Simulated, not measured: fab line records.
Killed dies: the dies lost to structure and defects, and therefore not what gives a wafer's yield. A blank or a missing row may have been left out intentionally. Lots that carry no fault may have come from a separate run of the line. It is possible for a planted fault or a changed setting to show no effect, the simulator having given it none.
Chamber matching    flow n5-finfet    N5_BEOL_M8_VIA_ETCH_34 on rie-diel-06: 4 sister chambers
The step etches SiCOH lowk in C4F6/O2, target depth 125.5 nm, time 50.5 s. 4 wafers are shown with their chamber, then 10 later ones without.

## EACH WAFER AND ITS CHAMBER
wafer   chamber  throttle-valve-pct (%)
L086.3  3        20.82
L086.4  1        21.24
L088.1  2        21.48
L088.2  0        21.02

## WAFERS WITHOUT THEIR CHAMBER
wafer   throttle-valve-pct (%)
L088.3  20.83
L092.1  21.06
L092.4  21.25
L092.5  21.23
L096.1  21.49
L096.3  21.26
L096.5  21.03
L095.3  21.49
L095.5  21.50
L095.6  21.28

## WHICH CHAMBER EACH ONE RAN IN
wafer   from the rows above  in truth
L088.3  3                    3
L092.1  0                    0
L092.4  1                    1
L092.5  1                    1
L096.1  2                    2
L096.3  1                    1
L096.5  0                    0
L095.3  2                    2
L095.5  2                    2
L095.6  1                    1
Correctly placed: 10 of 10. Can't be placed from these rows: 0. Wrongly placed: 0.
How it was worked out, from the rows above alone: a wafer's distance from a chamber is the root of the sum, over the readings, of the square of ((its reading less the chamber's mean) divided by the reading's scatter). The wafer belongs to the nearest chamber; if the next one is less than 2 further off, it can't be placed. The mean given for a chamber averages the wafers shown for that chamber. The scatter: root of mean squared gap, hidden wafer to nearest shown wafer, with one shown wafer a chamber.
